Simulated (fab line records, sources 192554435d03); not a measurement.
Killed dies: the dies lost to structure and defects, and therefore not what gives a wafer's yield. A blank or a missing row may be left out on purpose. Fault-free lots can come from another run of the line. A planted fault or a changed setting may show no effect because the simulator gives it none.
fab line records	flow n5Finfet
record: lots: 10	wafers: 30	lastDay: 18
route steps=1938 shown BEOL_M2@892 BEOL_M4@1111 PASSIVATION@1936
lots untouched by any fault: they come from a run of this same line in which no faults occurred
startH: the number of hours between the record's first day and the start of the first shown wafer of the lot	waitH: hours from the lot's prior step to this one	" identical to the entry in the row above	L1.1+2: a single row standing in for several wafers	- no value, or no start given	* or withheld: withheld	< > ~ a bound
route shown NAME@n: NAME is a module with steps in the file, n the number in the route of the first one	usual: average and standard deviation across the fault-free wafers	same: alike in all rows	chamber/n: place in a boat	sites: the reading at each site	_std_site: how widely they spread, as a standard deviation	_edge_site: mean of outer sites minus mean of inner sites	radiusMm: how far each site lies from the wafer's centre	mask NAME#n: copy n	behind: the last tool/chamber to shape the wafer	hold: the reason the lot was held/the length of the hold in hours/how it ended	device: the n, p or np transistor that did not switch	end of line: tests of these same wafers at the route's end	a step with no rows: only its recipe	killed: count of dies lost to structure and defects at first sort (not the wafer's yield)	map: a wafer's dies, marking killed ones x, the rest . and places with no die _
set.NAME: the setting that was run; set.NAME@STEP: the one run at that earlier step	model.NAME: the simulator's own value behind a step, which no gauge read
one table for each step of the route and one row for each wafer, over a sample of lots
services: a tool's chamber out of use, with start hour (startH, from the record's first day; less than 0 if before it), hours out, and reason
== steps ==
step: N5_BEOL_M2_STRIP_97
recipe: chemistry: N2/H2	timeS: 10	powerW: 450	tempC: 40	pressureMtorr: 20	rfFrequencyHz: 6e+07	biasPowerW: 7	n2FlowSccm: 200	h2FlowSccm: 200
usual: drypumpMotorCurrentA: 5.7/0.53	n2FlowSccm: 199.9/0.61	oesProductAu: 0.83/0.086	rfVppV: 59.4/0.91	showerheadPlenumPTorr: 2.55/0.084	throttleValvePct: 23.5/0.42
lot.wafer	tool	chamber	startH	waitH	drypumpMotorCurrentA	n2FlowSccm	oesProductAu	rfHoursCounterH	rfVppV	showerheadPlenumPTorr	throttleValvePct
L190.2	rieDiel-02	0	-	-	5.5	199.9	0.78	120	58.4	2.57	23.6
L190.3	"	1	"	"	5.3	199.8	0.74	165	59.8	2.53	23.4
L190.5	"	1	"	"	5.3	198.7	0.75	-	58.9	2.53	23.4
L196.1	rieDiel-02	0	-	-	5.5	199.9	0.77	132	58.9	2.57	23.6
L196.2	"	3	"	"	6.5	200.0	0.71	211	58.4	2.52	23.6
L196.3	"	2	"	"	4.7	200.0	0.78	123	60.4	2.64	22.8
L201.2	rieDiel-05	2	-	-	6.5	199.2	0.87	46	60.5	2.69	23.7
L201.3	"	0	"	"	5.5	199.4	0.78	126	59.7	2.46	23.8
L201.6	"	3	"	"	5.7	199.7	0.89	-	59.5	2.49	24.1
L202.1	rieDiel-02	3	-	-	6.5	199.9	0.69	230	59.3	2.51	23.6
L202.3	"	0	"	"	5.5	200.0	0.76	151	58.8	2.56	23.6
L202.4	"	1	"	"	5.3	201.3	0.73	192	59.4	2.52	23.4
L203.3	rieDiel-05	2	-	-	6.5	200.8	0.87	49	60.5	2.69	23.7
L203.4	"	2	"	"	6.5	199.8	0.86	-	59.7	2.69	23.7
L203.5	"	0	"	"	5.5	199.6	0.77	-	57.8	2.46	23.8
L206.1	rieDiel-05	2	-	-	6.5	200.7	0.87	52	60.6	2.69	23.7
L206.4	"	1	"	"	5.5	200.3	1.00	2	59.4	2.49	23.4
L206.6	"	3	"	"	5.7	199.5	0.88	-	58.3	2.49	24.1
L205.2	rieDiel-06	0	-	-	4.9	200.3	0.83	81	58.4	2.49	24.1
L205.4	"	1	"	"	5.6	200.3	0.93	10	59.0	2.57	22.9
L205.5	"	0	"	"	4.8	200.2	0.83	-	58.4	2.49	24.1
L208.2	rieDiel-05	2	-	-	6.4	201.0	0.85	57	58.8	2.68	23.7
L208.3	"	1	"	"	5.5	199.1	0.97	7	59.5	2.48	23.4
L208.6	"	1	"	"	5.4	200.4	0.97	-	58.7	2.48	23.4
L210.1	rieDiel-06	2	-	-	6.4	199.7	0.86	68	60.6	2.68	23.2
L210.2	"	0	"	"	4.8	199.7	0.82	86	59.3	2.48	24.1
L210.5	"	1	"	"	5.5	200.5	0.91	-	60.0	2.56	22.9
L211.1	rieDiel-05	2	-	-	6.5	201.4	0.84	66	61.8	2.68	23.7
L211.2	"	1	"	"	5.4	199.8	0.95	16	58.9	2.48	23.4
L211.4	"	0	"	"	5.5	200.1	0.76	143	58.8	2.45	23.8
step: N5_BEOL_M2_SPUTTER_79
recipe: material: Cu	targetThkA: 45	tempC: -20	chamberPressurePa: 0.07	powerW: withheld	timeS: 8.29
usual: chamberPressurePa: 0.07/0.00013	chuckGasFlowSccm: 1.27/0.053	throttleValvePct: 30.0/0.83
lot.wafer	tool	chamber	startH	waitH	chamberPressurePa	chuckGasFlowSccm	throttleValvePct
L190.2	pvdSputter-01	-	156.97	0.1	0.07003	1.33	30.9
L190.3	"	-	"	"	0.07002	1.28	29.9
L190.5	"	-	"	"	0.06988	1.25	31.3
L196.1	pvdSputter-03	-	193.29	0.1	0.0698	1.27	30.6
L196.2	"	-	"	"	0.07007	1.26	29.7
L196.3	"	-	"	"	0.07014	1.23	30.1
L201.2	pvdSputter-02	-	231.47	0.1	0.06997	1.15	31.2
L201.3	"	-	"	"	0.07012	1.28	30.1
L201.6	"	-	"	"	0.07012	1.22	28.8
L202.1	pvdSputter-01	-	236.40	0.1	0.06999	1.29	31.5
L202.3	"	-	"	"	0.06977	1.30	29.1
L202.4	"	-	"	"	0.07009	1.32	30.1
L203.3	pvdSputter-01	-	238.82	0.1	-	-	-
L203.4	"	-	"	"	-	-	-
L203.5	"	-	"	"	-	-	-
L206.1	pvdSputter-03	-	244.54	0.1	-	-	-
L206.4	"	-	"	"	-	-	-
L206.6	"	-	"	"	-	-	-
L205.2	pvdSputter-03	-	253.76	0.1	-	-	-
L205.4	"	-	"	"	-	-	-
L205.5	"	-	"	"	-	-	-
L208.2	pvdSputter-01	-	259.77	0.1	0.06996	1.29	29.0
L208.3	"	-	"	"	0.06995	1.31	30.1
L208.6	"	-	"	"	0.06992	1.30	29.2
L210.1	pvdSputter-01	-	277.90	0.1	0.06996	1.28	28.9
L210.2	"	-	"	"	0.07001	1.29	30.3
L210.5	"	-	"	"	0.06991	1.25	28.9
L211.1	pvdSputter-02	-	284.51	0.1	0.07001	1.24	28.9
L211.2	"	-	"	"	0.06996	1.38	29.9
L211.4	"	-	"	"	0.07003	1.24	31.3
step: N5_BEOL_M2_ANNEAL_80
recipe: tempC: 400	timeS: 240	ambient: vacuum
usual: heaterPowerW: 819/86
lot.wafer	tool	chamber	startH	waitH	heaterPowerW
L190.2	pvdSputter-01	-	157.05	0.0	733
L190.3	"	-	"	"	1014
L190.5	"	-	"	"	751
L196.1	pvdSputter-03	-	193.37	0.0	798
L196.2	"	-	"	"	883
L196.3	"	-	"	"	878
L201.2	pvdSputter-02	-	231.55	0.0	789
L201.3	"	-	"	"	899
L201.6	"	-	"	"	704
L202.1	pvdSputter-01	-	236.48	0.0	745
L202.3	"	-	"	"	802
L202.4	"	-	"	"	771
L203.3	pvdSputter-01	-	238.90	0.0	818
L203.4	"	-	"	"	738
L203.5	"	-	"	"	745
L206.1	pvdSputter-03	-	244.62	0.0	898
L206.4	"	-	"	"	770
L206.6	"	-	"	"	781
L205.2	pvdSputter-03	-	253.84	0.0	788
L205.4	"	-	"	"	879
L205.5	"	-	"	"	798
L208.2	pvdSputter-01	-	259.85	0.0	823
L208.3	"	-	"	"	979
L208.6	"	-	"	"	827
L210.1	pvdSputter-01	-	277.98	0.0	803
L210.2	"	-	"	"	764
L210.5	"	-	"	"	805
L211.1	pvdSputter-02	-	284.59	0.0	795
L211.2	"	-	"	"	918
L211.4	"	-	"	"	786
step: N5_BEOL_M2_ANNEAL_91
recipe: tempC: 400	timeS: 240	ambient: vacuum
usual: heaterPowerW: 818/85
lot.wafer	tool	chamber	startH	waitH	heaterPowerW
L190.2	pvdSputter-01	-	157.93	0.0	747
L190.3	"	-	"	"	1008
L190.5	"	-	"	"	745
L196.1	pvdSputter-03	-	194.25	0.0	784
L196.2	"	-	"	"	871
L196.3	"	-	"	"	893
L201.2	pvdSputter-02	-	232.43	0.0	793
L201.3	"	-	"	"	879
L201.6	"	-	"	"	708
L202.1	pvdSputter-01	-	237.36	0.0	731
L202.3	"	-	"	"	842
L202.4	"	-	"	"	750
L203.3	pvdSputter-01	-	239.78	0.0	800
L203.4	"	-	"	"	735
L203.5	"	-	"	"	722
L206.1	pvdSputter-03	-	245.50	0.0	893
L206.4	"	-	"	"	755
L206.6	"	-	"	"	801
L205.2	pvdSputter-03	-	254.72	0.0	797
L205.4	"	-	"	"	863
L205.5	"	-	"	"	784
L208.2	pvdSputter-01	-	260.73	0.0	793
L208.3	"	-	"	"	1000
L208.6	"	-	"	"	798
L210.1	pvdSputter-01	-	278.86	0.0	798
L210.2	"	-	"	"	757
L210.5	"	-	"	"	828
L211.1	pvdSputter-02	-	285.47	0.0	779
L211.2	"	-	"	"	927
L211.4	"	-	"	"	777
step: N5_BEOL_M4_RC_MEAS_101
usual: DIBL_N: 37.1/2.4	DIBL_P: 37/3	IOFF_N: 0.18/0.053	IOFF_P: 0.21/0.05	ION_N: 674/14	ION_P: 459/9.2	SS_N: 72.1/0.9	SS_P: 73.4/0.89	VT_N: 250/3.8	VT_P: -251/3.7
lot.wafer	tool	chamber	startH	waitH	DIBL_N[mV/V]	DIBL_P[mV/V]	IOFF_N[nA/um]	IOFF_P[nA/um]	ION_N[uA/um]	ION_P[uA/um]	SS_N[mV/dec]	SS_P[mV/dec]	VT_N[mV]	VT_P[mV]
L190.2	prober-02	0	200.38	0.2	35.7	35	0.16	0.22	671	464	71.8	72.9	249	-249
L190.3	"	0	"	"	37.7	36	0.19	0.22	677	461	72.6	73.0	251	-249
L190.5	"	0	"	"	34.8	34	0.14	0.18	656	455	71.9	72.3	253	-249
L196.1	prober-01	0	232.04	0.0	33.4	31	0.11	0.15	663	456	70.8	72.4	256	-254
L196.2	"	0	"	"	39.3	38	0.22	0.24	685	465	72.2	73.3	247	-249
L196.3	"	0	"	"	36.0	34	0.14	0.18	661	443	71.0	72.4	254	-253
L201.2	prober-01	0	257.38	0.2	36.5	37	0.16	0.22	682	466	73.1	73.8	251	-248
L201.3	"	0	"	"	35.9	36	0.17	0.22	676	465	71.8	73.9	247	-249
L201.6	"	0	"	"	35.7	37	0.17	0.23	678	473	71.9	73.6	250	-249
L202.1	prober-02	0	265.37	0.0	35.8	36	0.15	0.19	694	467	71.0	72.6	250	-253
L202.3	"	0	"	"	39.2	40	0.21	0.25	679	466	72.0	74.1	246	-250
L202.4	"	0	"	"	39.0	41	0.21	0.27	712	484	72.4	74.0	243	-248
L203.3	prober-01	0	277.27	0.3	44.3	45	0.39	0.41	708	473	74.5	75.2	243	-240
L203.4	"	0	"	"	36.7	35	0.17	0.20	664	453	71.5	73.1	250	-250
L203.5	"	0	"	"	38.2	38	0.19	0.24	671	458	71.8	73.4	249	-250
L206.1	prober-01	0	280.56	0.0	40.9	42	0.28	0.33	695	474	72.6	74.0	242	-243
L206.4	"	0	"	"	36.4	37	0.15	0.21	671	462	72.2	72.9	250	-249
L206.6	"	0	"	"	41.2	43	0.27	0.33	688	469	73.1	74.9	245	-244
L205.2	prober-02	0	282.61	0.2	32.8	32	0.11	0.16	661	456	70.1	71.6	256	-254
L205.4	"	0	"	"	36.2	36	0.17	0.23	673	466	71.6	73.3	248	-248
L205.5	"	0	"	"	34.8	32	0.13	0.18	665	460	71.4	72.0	254	-251
L208.2	prober-02	0	288.24	0.2	41.6	41	0.28	0.27	683	463	73.6	75.0	243	-248
L208.3	"	0	"	"	35.2	35	0.14	0.17	651	446	71.9	72.9	255	-255
L208.6	"	0	"	"	39.3	38	0.24	0.23	682	461	73.2	74.9	247	-251
L210.1	prober-01	0	309.62	0.0	36.6	37	0.17	0.18	682	459	72.2	72.7	251	-256
L210.2	"	0	"	"	34.7	35	0.14	0.16	665	446	71.2	73.3	251	-255
L210.5	"	0	"	"	34.5	35	0.14	0.16	670	458	70.7	73.3	252	-258
L211.1	prober-01	0	312.45	0.0	34.9	35	0.13	0.16	662	456	71.0	73.0	254	-253
L211.2	"	0	"	"	37.6	38	0.16	0.19	662	448	71.7	73.5	254	-253
L211.4	"	0	"	"	37.8	39	0.19	0.22	681	460	71.8	73.7	249	-252
step: N5_PASSIVATION_PROBE_49
usual: defectLimitedYield: 91.6/1.4	killed_at_M0_to_M3: 32/9.5	killed_at_M4_up: 13/6	killedAtContacts: 12/5.6	killedAtFrontEnd: 39/11	killedAtOther: 2.8/2.3	killedDies: 99/16	killedOpen: 65/12	killedShort: 32/7.6	sort_bin_4_leakage: 0.1/0.88	sort_bin_5_function: 4.8/0.88	sort_bin_6_memory: 3.2/0.65	sortNPass: 1077/29	sortYieldPct: 91.2/2.5
same: grossDies: 1180	killedAtBackSide: 0	sort_bin_8_speed[%]: 0
lot.wafer	tool	chamber	startH	waitH	defectLimitedYield[%]	killed_at_M0_to_M3	killed_at_M4_up	killedAtContacts	killedAtFrontEnd	killedAtOther	killedDies	killedOpen	killedShort	sort_bin_4_leakage[%]	sort_bin_5_function[%]	sort_bin_6_memory[%]	sortNPass	sortYieldPct[%]
L206.1	prober-02	-	395.51	0.0	90.3	48	18	14	33	1	114	66	30	0.2	5.3	3.3	1064	90.2
L206.4	prober-02	-	395.66	0.2	92.0	34	7	14	39	0	94	54	36	0	5.1	2.4	1086	92.0
L206.6	prober-02	-	395.76	0.3	88.0	40	24	8	68	2	142	98	25	0	6.5	4.3	1038	88.0
L205.2	prober-02	-	397.35	0.7	92.0	43	7	17	25	2	94	59	29	0	4.7	3.0	1086	92.0
L205.4	prober-02	-	397.45	0.8	89.8	36	20	5	59	0	120	65	42	0	5.3	3.2	1060	89.8
L205.5	prober-02	-	397.50	0.8	90.0	50	6	12	49	1	118	68	38	0	6.2	3.1	1062	90.0
L203.3	prober-02	-	398.63	0.1	92.6	44	12	5	26	0	87	51	28	10.3	4.5	2.5	971	82.3
L203.4	prober-02	-	398.68	0.2	89.2	67	5	19	36	0	127	68	42	0	5.8	4.2	1053	89.2
L203.5	prober-02	-	398.73	0.2	90.8	36	16	19	37	1	109	66	29	0	5.1	3.4	1071	90.8
killed by level:class
L206.1 MOL_CONTACT_COAG:geometricParticle:open=11 BEOL_M0_SAQP:geometricParticle:open=9 HKMG_FIN:areaEtch=9 BEOL_M0_SAQP:geometricParticle:short=8 BEOL_M2:geometricParticle:open=8 BEOL_M1:geometricParticle:open=6 BEOL_M4:geometricParticle:open=6 BEOL_M2:interfaceVoidOpened=6
L206.4 BEOL_M0_SAQP:geometricParticle:open=13 MOL_CONTACT_COAG:geometricParticle:open=12 BEOL_M0_SAQP:geometricParticle:short=11 GATE_CUT:geometricParticle:short=10 DUMMY_GATE:geometricParticle:open=7 STARTING-WAFER:geometricParticle:short=5 BEOL_M1:geometricParticle:open=4 STARTING-WAFER:geometricParticle:open=4
L206.6 STI_FIN_REVEAL:geometricParticle:open=19 DUMMY_GATE:geometricParticle:open=15 BEOL_M4:geometricParticle:open=14 BEOL_M0_SAQP:geometricParticle:open=12 HKMG_FIN:areaEtch=12 MOL_CONTACT_COAG:geometricParticle:open=8 BEOL_M1:geometricParticle:open=8 FIN_SAQP:geometricParticle:open=5
L205.2 MOL_CONTACT_COAG:geometricParticle:open=13 BEOL_M0_SAQP:geometricParticle:open=10 BEOL_M0_SAQP:geometricParticle:short=9 STI_FIN_REVEAL:geometricParticle:open=8 BEOL_M2:geometricParticle:open=7 BEOL_M2:interfaceVoidOpened=6 MOL_CONTACT_COAG:geometricParticle:short=4 BEOL_M1:geometricParticle:open=4
L205.4 FIN_SAQP:geometricParticle:open=16 FIN_SAQP:geometricParticle:short=11 BEOL_M0_SAQP:geometricParticle:short=9 HKMG_FIN:areaEtch=9 BEOL_M0_SAQP:geometricParticle:open=8 STI_FIN_REVEAL:geometricParticle:open=6 BEOL_M1:geometricParticle:open=5 BEOL_M2:geometricParticle:open=5
L205.5 FIN_SAQP:geometricParticle:open=12 BEOL_M0_SAQP:geometricParticle:open=12 BEOL_M0_SAQP:geometricParticle:short=12 BEOL_M1:geometricParticle:open=11 MOL_CONTACT_COAG:geometricParticle:open=10 FIN_SAQP:geometricParticle:short=9 HKMG_FIN:areaEtch=7 BEOL_M2:geometricParticle:open=5
L203.3 BEOL_M0_SAQP:geometricParticle:open=12 FIN_SAQP:geometricParticle:short=8 BEOL_M2:interfaceVoidOpened=8 BEOL_M0_SAQP:geometricParticle:short=7 MOL_CONTACT_COAG:geometricParticle:open=5 BEOL_M2:geometricParticle:open=5 BEOL_M8:geometricParticle:open=5 DUMMY_GATE:geometricParticle:open=3
L203.4 BEOL_M1:geometricParticle:open=15 MOL_CONTACT_COAG:geometricParticle:open=14 BEOL_M0_SAQP:geometricParticle:short=11 BEOL_M2:interfaceVoidOpened=10 BEOL_M2:geometricParticle:open=9 FIN_SAQP:geometricParticle:short=8 BEOL_M0_SAQP:geometricParticle:open=8 STI_FIN_REVEAL:geometricParticle:open=7
L203.5 MOL_CONTACT_COAG:geometricParticle:open=14 BEOL_M0_SAQP:geometricParticle:open=9 HKMG_FIN:areaEtch=8 STI_FIN_REVEAL:geometricParticle:open=7 BEOL_M0_SAQP:geometricParticle:short=7 FIN_SAQP:geometricParticle:short=6 BEOL_M3:geometricParticle:open=6 MOL_CONTACT_COAG:geometricParticle:short=5
== services ==
tool	chamber	startH	hours	kind
pvdSputter-01	-	131.79	0.9	repair
rieDiel-05	0	153.50	6.6	repair
rieDiel-06	3	172.77	-	clean
rieDiel-06	3	172.77	-	consumableReplace:focusRing
rieDiel-06	3	172.77	22.0	scheduledDown
rieDiel-06	3	172.77	22.0	ventCycle
rieDiel-05	-	198.73	14.6	pm
rieDiel-06	1	206.72	-	clean
rieDiel-06	1	206.72	-	consumableReplace:focusRing
rieDiel-06	1	206.72	22.6	scheduledDown
rieDiel-06	1	206.72	22.6	ventCycle
rieDiel-05	1	216.85	-	clean
rieDiel-05	1	216.85	-	consumableReplace:focusRing
rieDiel-05	0	231.06	1.6	repair
rieDiel-06	-	236.71	0.9	repair
rieDiel-06	0	252.51	12.0	repair
rieDiel-02	3	262.99	5.7	repair
rieDiel-02	-	271.93	0.3	repair
== key ==
firstSign: step: N5_BEOL_M2_SPUTTER_79	reading: toolRecord	direction: missing
effect none on later readings
metAt N5_BEOL_M2_SPUTTER_79
struckLots L203,L205,L206
baselineLoss: step: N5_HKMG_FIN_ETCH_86	wafers: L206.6
notActingAt N5_BEOL_M2_STRIP_97,N5_BEOL_M2_ANNEAL_80,N5_BEOL_M2_ANNEAL_91
onsetBetween 236.40 238.82
fault: kind: skippedStepWhole	tool: pvdSputter-01,pvdSputter-03	chamber: -	onsetH: 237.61	steps: N5_BEOL_M2_SPUTTER_79	scope: struckLotsOnly
baselineLoss: these wafers lose ten dies or more at that step, a loss of the line's own and not of a fault; the sort's usual values leave them out
